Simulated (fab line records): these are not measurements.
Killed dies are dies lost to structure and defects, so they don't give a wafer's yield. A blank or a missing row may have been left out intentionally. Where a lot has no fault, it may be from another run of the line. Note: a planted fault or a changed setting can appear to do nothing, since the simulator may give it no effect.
fab line records    flow n5Finfet
record: lots: 4  wafers: 12  lastDay: 15
route steps=1938 shown GATE_CUT@486 MOL_CONTACT_COAG@517 PASSIVATION@1936
lots that met no fault: from a run of the same line without faults
startH: hours from the record's first day to the start of the lot's first wafer shown    waitH: hours from the lot's prior step to this one    " repeats the value in the row above    L1.1+2: a row that stands for several wafers    - no value, or no start given    * or withheld: withheld    < > ~ a bound
route shown NAME@n: names a module that has steps shown in the file, with the first one's number in the route    usual: the fault-free wafers' mean and standard deviation    same: alike in all rows    chamber/n: place in a boat    sites: each site's reading    _std_site: standard deviation of those values    _edge_site: the outer-site mean with the inner-site mean subtracted    radiusMm: how far each site lies from the wafer's centre    mask NAME#n: copy n    behind: tool/chamber where the wafer was last shaped    hold: reason for holding the lot/hours on hold/outcome of the hold    device: the n, p or np transistor that did not switch    end of line: the same wafers' tests at the end of the route    step lacking rows: just its recipe    killed: dies lost to structure and defects at the first sort, not the wafer's yield    map: dies across one wafer; x = killed, . = not, _ = none there
set.NAME: the setting the step ran with; set.NAME@STEP: the setting that earlier step ran with    model.NAME: the simulator's own value behind a step, which no gauge read
lots at selected steps of the route; one table per step, one row per wafer
services: a tool's chamber out of use, with start hour (startH, from the record's first day; less than 0 if before it), hours out, and reason
== steps ==
step: N5_GATE_CUT_DEVELOP_12
recipe: developTimeS: 30  developer: TMAH  resist: CAR-EUV  rinseLiquid: surfactantRinse  dry: airSpin  devTempC: 23
step: N5_GATE_CUT_DESCUM_18
recipe: chemistry: O2  timeS: 7  sourcePowerW: 50  biasPowerW: 20  pressureMtorr: 20  rfFrequencyHz: 2.712e+07  tempC: 40  resist: CAR-EUV  o2FlowSccm: 225
step: N5_GATE_CUT_ETCH_28
recipe: chemistry: N2/H2  target: underlayer  targetDepthA: 130  maskMaterial: CAR-EUV  timeS: 10.4  ionEnergyEv: 200  pressureMtorr: 30  sourceW: 840  biasW: 150  n2FlowSccm: 200  h2FlowSccm: 200  ends: cleared
step: N5_GATE_CUT_ETCH_36
recipe: chemistry: CF4  target: SiARC  targetDepthA: 130  maskMaterial: CAR-EUV  timeS: 21.7  ionEnergyEv: 80  pressureMtorr: 40  sourceW: 545  biasW: 36  Ar_flow_sccm: 100  cf4FlowSccm: 100  ends: cleared
step: N5_GATE_CUT_ETCH_37
recipe: chemistry: N2/H2  target: SOC  targetDepthA: 600  overetchA: 120  maskMaterial: SiARC  tempC: 40  timeS: 90  ionEnergyEv: 200  pressureMtorr: 30  sourceW: 840  biasW: 150  n2FlowSccm: 200  h2FlowSccm: 200
step: N5_GATE_CUT_STRIP_38
recipe: chemistry: N2/H2  tempC: 40  n2FlowSccm: 200  h2FlowSccm: 200  rfFrequencyHz: 6e+07
step: N5_GATE_CUT_STRIP_39
recipe: chemistry: N2/H2  tempC: 40  n2FlowSccm: 200  h2FlowSccm: 200  rfFrequencyHz: 6e+07
step: N5_GATE_CUT_HM_OPEN_40
recipe: chemistry: C4F6/O2  target: SiO2  maskMaterial: SiARC  targetDepthA: 1390  timeS: 85.1  ionEnergyEv: 250  pressureMtorr: 30  sourceW: 345  biasW: 185  Ar_flow_sccm: 300  C4F6_flow_sccm: 10  O2_flow_sccm: 10  ends: cleared
step: N5_GATE_CUT_STRIP_41
recipe: chemistry: CF4  resist: SiARC  powerW: 300  biasPowerW: 75  pressureMtorr: 50  cf4FlowSccm: 150  rfFrequencyHz: 6e+07
step: N5_GATE_CUT_STRIP_42
recipe: chemistry: O2  powerW: 400  tempC: 40  pressureMtorr: 30  rfFrequencyHz: 6e+07  biasPowerW: 0  overashFraction: 0.3  o2FlowSccm: 225
usual: drypumpMotorCurrentA: 5.8/0.44  o2FlowSccm: 225.0/0.7  oesProductAu: 0.73/0.041  rfVppV: 3.6/0.49  showerheadPlenumPTorr: 2.14/0.058  throttleValvePct: 16.78/0.16
lot.wafer  tool        chamber  startH  waitH  drypumpMotorCurrentA  o2FlowSccm  oesProductAu  rfHoursCounterH  rfVppV  showerheadPlenumPTorr  throttleValvePct
L781.4     rieDiel-03  2        93.40   0.0    5.7                   223.5       0.81          75               3.6     2.15                   16.94
L781.5     "           3        "       "      5.9                   225.1       0.70          -                3.6     2.17                   16.97
L781.6     "           2        "       "      5.6                   225.1       0.82          -                3.5     2.15                   16.96
L787.1     rieDiel-06  3        134.72  0.0    5.2                   225.6       0.75          191              3.4     2.01                   16.80
L787.5     "           0        "       "      5.7                   225.5       0.72          -                3.7     2.21                   16.74
L787.6     "           1        "       "      5.7                   226.0       0.70          -                3.7     2.19                   16.60
L791.1     rieDiel-03  3        160.37  0.0    5.9                   224.2       0.69          215              4.1     2.16                   17.03
L791.2     "           2        "       "      5.6                   224.0       0.79          99               3.6     2.14                   16.98
L791.6     "           3        "       "      5.9                   224.1       0.69          -                3.7     2.16                   17.03
L792.1     rieDiel-03  0        165.15  0.0    5.9                   227.1       0.73          183              2.9     2.16                   16.63
L792.2     "           2        "       "      5.6                   223.3       0.79          101              4.2     2.14                   16.99
L792.6     "           2        "       "      5.6                   224.7       0.78          -                3.5     2.14                   16.98
step: N5_GATE_CUT_ETCH_19
recipe: chemistry: CH3F/O2  target: SiNx  maskMaterial: SiO2  targetDepthA: 537  timeS: 76.7  pressureMtorr: 30  sourceW: 395  biasW: 73  Ar_flow_sccm: 150  CH3F_flow_sccm: 30  O2_flow_sccm: 20  ionEnergyEv: 120  ends: cleared
step: N5_GATE_CUT_CUT_ETCH_53
recipe: chemistry: SF6/Cl2  target: W  maskMaterial: SiO2  targetDepthA: 792  pressureMtorr: 8  icpW: 900  biasW: 80  SF6_flow_sccm: 40  Cl2_flow_sccm: 60  ends: cleared
step: N5_GATE_CUT_CUT_ETCH_54
recipe: chemistry: Cl2/BCl3  target: TiN  maskMaterial: SiO2  targetDepthA: 967  pressureMtorr: 10  icpW: 1000  biasW: 126  Cl2_flow_sccm: 53.25  bcl3FlowSccm: 21.75  Ar_flow_sccm: 25  ends: cleared
step: N5_GATE_CUT_CUT_ETCH_55
recipe: chemistry: BCl3  target: HfO2  maskMaterial: SiO2  targetDepthA: 32  ionEnergyEv: 30  pressureMtorr: 5  icpW: 450  biasW: 18  bcl3FlowSccm: 80
step: N5_GATE_CUT_ETCH_47
recipe: chemistry: Cl2/BCl3  target: SiO2  targetDepthA: 100  pressureMtorr: 10  icpW: 1000  biasW: 126  Cl2_flow_sccm: 53.25  bcl3FlowSccm: 21.75  Ar_flow_sccm: 25
step: N5_GATE_CUT_VAPOR_ETCH_48
recipe: chemistry: BCl3/Cl2  target: TiN  mode: isotropic
step: N5_GATE_CUT_VAPOR_ETCH_49
recipe: chemistry: BCl3/Cl2  target: TiAlC  mode: isotropic
step: N5_GATE_CUT_VAPOR_ETCH_51
recipe: chemistry: BCl3/Cl2  target: HfO2  mode: isotropic
step: N5_GATE_CUT_STRIP_21
recipe: chemistry: N2/H2  timeS: 30  powerW: 1000  tempC: 250  pressureMtorr: withheld  n2FlowSccm: 1750  h2FlowSccm: 3250
step: N5_GATE_CUT_STRIP_29
recipe: chemistry: postEtchResidueRemover  timeS: 60  tempC: 25  removerPh: withheld  removerWaterWtPct: withheld  removerFluorideWtPct: withheld
step: N5_GATE_CUT_SRD_52
recipe: dry: ipaMarangoni  timeS: 30  tempC: 23  rinseLiquid: diw
step: N5_GATE_CUT_ALD_22
recipe: material: SiNx  targetThkA: 160  tempC: 400  aldPrecursorFamily: SiH2I2  aldCoReactant: N2/H2-plasma  pulseTimeS: 1  aldCycles: 320  purgeTimeS: 2  coReactantPurgeTimeS: 2  pressureTorr: 2
step: N5_GATE_CUT_CMP_23
recipe: stopOn: SiO2  tOverpolishS: 23.4  postCmpClean: alkalineBrush  downForcePsi: 2.5  platenRpm: 51.8  padVelocityMS: 1.0307  targetThkNm: 16
step: N5_GATE_CUT_CMP_43
recipe: material: SiO2  postCmpClean: rinseOnly
step: N5_GATE_CUT_CMP_61
recipe: stopOn: SiNx  tOverpolishS: 3  postCmpClean: alkalineBrush  downForcePsi: 4  platenRpm: 27.09  padVelocityMS: 0.539
step: N5_MOL_CONTACT_COAG_COAT_103
recipe: resist: SOC  tempC: 250  timeS: 60  spinRpm: 1500  resistThkNm: 80
step: N5_MOL_CONTACT_COAG_COAT_104
recipe: resist: SiARC  tempC: 220  timeS: 60  spinRpm: 1500  resistThkNm: 12
step: N5_MOL_CONTACT_COAG_COAT_58
recipe: resist: underlayer  tempC: 205  timeS: 60  spinRpm: 1500  resistThkNm: 10
step: N5_MOL_CONTACT_COAG_COAT_02
recipe: resist: CAR-EUV  spinRpm: 1500  resistThkNm: 30
step: N5_MOL_CONTACT_COAG_EBR_04
recipe: solvent: PGMEA  ebrWidthMm: 1.5
step: N5_MOL_CONTACT_COAG_SOFTBAKE_03
recipe: tempC: 110  timeS: 60  resist: CAR-EUV
step: N5_MOL_CONTACT_COAG_EXPOSE_05
recipe: maskId: CA  na: 0.33  sourceShape: annular  sigmaInner: 0.4  sigmaOuter: 0.8  polarization: unpolarized  defocusNm: 0  doseMj: 38.25
step: N5_MOL_CONTACT_COAG_PEB_06
recipe: pebTempC: 100  pebTimeS: 60  resist: CAR-EUV
step: N5_MOL_CONTACT_COAG_DEVELOP_07
recipe: developTimeS: 30  developer: TMAH  resist: CAR-EUV  rinseLiquid: surfactantRinse  dry: airSpin  devTempC: 23
step: N5_PASSIVATION_PROBE_49
usual: defectLimitedYield: 91.5/1.5  killed_at_M0_to_M3: 32/10  killed_at_M4_up: 13/4.9  killedAtContacts: 13/6.1  killedAtFrontEnd: 38/11  killedAtOther: 3/3.2  killedDies: 101/18  killedOnRim: 13/4.4  killedOpen: 66/13  killedShort: 32/8.3  sort_bin_5_function: 5.0/1  sort_bin_6_memory: 3.2/0.74  sort_bin_8_speed: 0.1/1.1  sortNPass: 1078/22  sortYieldPct: 91.3/1.9
same: grossDies: 1180  killedAtBackSide: 0  sort_bin_4_leakage[%]: 0
lot.wafer  tool       chamber  startH  waitH  defectLimitedYield[%]  killed_at_M0_to_M3  killed_at_M4_up  killedAtContacts  killedAtFrontEnd  killedAtOther  killedDies  killedOnRim  killedOpen  killedShort  sort_bin_5_function[%]  sort_bin_6_memory[%]  sort_bin_8_speed[%]  sortNPass  sortYieldPct[%]
L781.4     prober-01  -        281.58  0.2    93.8                   22                  7                10                34                0              73          8            48          24           3.9                     2.0                   0                    1107       93.8
L781.5     prober-01  -        281.63  0.2    91.9                   26                  18               27                22                3              96          20           64          31           4.4                     3.1                   0                    1084       91.9
L781.6     prober-01  -        281.68  0.3    92.5                   34                  5                12                36                1              88          11           47          33           3.7                     3.5                   0                    1092       92.5
L791.1     prober-02  -        352.72  0.0    83.2                   17                  8                12                159               2              198         11           48          25           10.7                    3.6                   0                    982        83.2
L791.2     prober-02  -        352.77  0.1    86.9                   21                  20               10                98                5              154         26           60          21           7.0                     4.3                   0                    1026       86.9
L791.6     prober-02  -        352.97  0.3    82.8                   36                  6                14                145               2              203         11           53          32           11.0                    3.6                   0                    977        82.8
L792.1     prober-02  -        361.15  0.0    82.2                   37                  14               7                 151               1              210         14           61          26           11.1                    4.7                   0                    970        82.2
L792.2     prober-02  -        361.20  0.1    85.6                   33                  14               13                110               0              170         34           60          29           8.8                     3.3                   0                    1010       85.6
L792.6     prober-02  -        361.40  0.3    85.1                   46                  15               16                98                1              176         35           76          35           9.3                     3.7                   0                    1004       85.1
killed by level:class
L781.4 STI_FIN_REVEAL:geometricParticle:open=14 MOL_CONTACT_COAG:geometricParticle:open=8 BEOL_M1:geometricParticle:open=6 STARTING-WAFER:geometricParticle:short=5 BEOL_M3:geometricParticle:open=5 STARTING-WAFER:geometricParticle:open=3 BEOL_M4:geometricParticle:open=3 GATE_CUT:geometricParticle:short=3
L781.5 MOL_CONTACT_COAG:geometricParticle:open=19 MOL_CONTACT_COAG:geometricParticle:short=8 BEOL_M1:geometricParticle:open=8 BEOL_M4:geometricParticle:open=8 BEOL_M0_SAQP:geometricParticle:open=5 BEOL_M2:geometricParticle:open=4 BEOL_M5:geometricParticle:open=4 FIN_SAQP:geometricParticle:open=3
L781.6 STI_FIN_REVEAL:geometricParticle:open=11 GATE_CUT:geometricParticle:short=7 MOL_CONTACT_COAG:geometricParticle:open=7 BEOL_M1:geometricParticle:open=6 BEOL_M0_SAQP:geometricParticle:open=6 BEOL_M0_SAQP:geometricParticle:short=6 STARTING-WAFER:geometricParticle:short=5 MOL_CONTACT_COAG:geometricParticle:short=4
L791.1 GATE_CUT:unspecified=124 MOL_CONTACT_COAG:geometricParticle:open=11 FIN_SAQP:geometricParticle:short=6 GATE_CUT:geometricParticle:short=6 DUMMY_GATE:geometricParticle:open=5 BEOL_M1:geometricParticle:open=5 FIN_SAQP:geometricParticle:open=3 BEOL_M0_SAQP:geometricParticle:open=3
L791.2 GATE_CUT:unspecified=72 MOL_CONTACT_COAG:geometricParticle:open=9 DUMMY_GATE:geometricParticle:open=7 BEOL_M0_SAQP:geometricParticle:open=7 BEOL_M4:geometricParticle:open=7 BEOL_M8:geometricParticle:open=6 STI_FIN_REVEAL:geometricParticle:open=4 BEOL_M0_SAQP:geometricParticle:short=4
L791.6 GATE_CUT:unspecified=116 BEOL_M0_SAQP:geometricParticle:short=13 MOL_CONTACT_COAG:geometricParticle:open=11 BEOL_M0_SAQP:geometricParticle:open=11 GATE_CUT:geometricParticle:short=7 BEOL_M3:geometricParticle:open=6 FIN_SAQP:geometricParticle:open=3 STI_FIN_REVEAL:geometricParticle:open=3
L792.1 GATE_CUT:unspecified=120 STI_FIN_REVEAL:geometricParticle:open=11 BEOL_M0_SAQP:geometricParticle:short=11 BEOL_M3:geometricParticle:open=7 FIN_SAQP:geometricParticle:open=5 MOL_CONTACT_COAG:geometricParticle:open=5 BEOL_M2:geometricParticle:open=5 BEOL_M5:geometricParticle:open=5
L792.2 GATE_CUT:unspecified=72 FIN_SAQP:geometricParticle:short=12 MOL_CONTACT_COAG:geometricParticle:open=10 BEOL_M0_SAQP:geometricParticle:open=10 HKMG_FIN:areaEtch=7 BEOL_M3:geometricParticle:open=6 FIN_SAQP:geometricParticle:open=5 BEOL_M1:geometricParticle:open=5
L792.6 GATE_CUT:unspecified=65 MOL_CONTACT_COAG:geometricParticle:open=14 BEOL_M0_SAQP:geometricParticle:open=13 BEOL_M3:geometricParticle:open=10 BEOL_M0_SAQP:geometricParticle:short=7 FIN_SAQP:geometricParticle:short=6 FIN_SAQP:geometricParticle:open=5 STI_FIN_REVEAL:geometricParticle:open=5
map L791.6 (x killed, . not)
_________________............________________
______________.................._____________
___________........................__________
__________.................x........_________
________......x......................._______
_______...x............................______
______...xx...x.......................x._____
_____..x..................x.x............____
____.x.x..x.....x...x.x...........x.......___
___..........................x..xx.........__
___................x.x.......x..x..x.......__
__.....................x...................._
__.............x....x......................x_
_.......x.x.....x.x.........x.........x......
_..........xxxxxxxxx.....x...................
_........x.x.xxxxxxxx........x.........x.....
_........x.xxxxxxxxx.x............x.x...x...x
_x......xxxxxxxxxxxxx......................x.
_......x.x.xxxxxxxxxx..x........x............
_....x....xxxxxxxxxxxx.....x.................
_.......xxxxxxxxxxxxx.x.x....................
__........xxxxxxxxxxx.x......x......x......._
__.......xxxxxxxxxxx.x...........x.........._
___........xxxxx.xxx......................x__
___........x.xxx.xx.....x.x.x....x.........__
____..........x..x...x..............x...x.___
_____..x...xx....x.........x.............____
______......................x..x...xx..._____
_______.............x...............x..______
________.x.......x..........x........._______
__________..............x..........x_________
___________....x.....x.....x.......__________
______________..x.......x......._____________
_________________........x...________________
map L792.1 (x killed, . not)
_________________x..x........________________
______________.................._____________
___________......xx.......x.....x..__________
__________x...x..............x......_________
________....x...x...x.....x..........._______
_______............xx..................______
______.x......x................x.x...xx._____
_____x.......xx......x.......xx..xx.x....____
____.....................xx.xxxxxxxx......___
___...............x.....xxxxxxxxxxxxxx.....__
___..........x..........xxxxxxxxxxxxxxxx..x__
__......................x.xxxxxxxxxxxx......_
__......x....x..........x.xxxxxxxxxxx......._
_x...............x.x.x...xxxxxxxxxxx.x...xx..
_.....................x..xxxxxxxxxxxxx.......
_......x..................xxxxxxxxxx...x.....
_..................x.....xxxx.xxxxxx.........
_.x.x.................x....xx..xxx...........
_......x...............x..xx...x.....xx......
_.x............x....x.................x......
_...........x...x..............x............x
__.x......x................................._
__...........xx.......x....................._
___.......x................................__
___...x......x................x..xx........__
____...............x..x...xx......x.......___
_____.x.....x.....x....................x.____
______..............x......x............_____
_______................x...............______
________........x..x.................._______
__________.........x...x..x....x...._________
___________........................__________
______________........x........._____________
_________________x.........x.________________
== services ==
tool        chamber  startH  hours  kind
rieDiel-03  0        109.28  3.0    repair
rieDiel-06  0        119.35  10.0   repair
rieDiel-03  1        127.54  46.7   repair
== key ==
firstSign: step: N5_PASSIVATION_PROBE_49  reading: killedAtFrontEnd  direction: up  sigmas: 7.7  usual: 38  struck: 127
effect: step: N5_PASSIVATION_PROBE_49  reading: defectLimitedYield  direction: down  sigmas: 4.7  usual: 91.5  struck: 84.3
moreKillsBornAt: N5_GATE_CUT_STRIP_42@rieDiel-03: 569
metAt N5_GATE_CUT_STRIP_42
struckWafers L791.1,L791.2,L791.6,L792.1,L792.2,L792.6
onsetBetween 93.40 160.37
alsoFits time
fault: kind: chamberParticleSource  tool: rieDiel-03  chamber: -  onsetH: 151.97  steps: N5_GATE_CUT_STRIP_42  ratePerVisitCm2: 0.87402  endH: 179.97
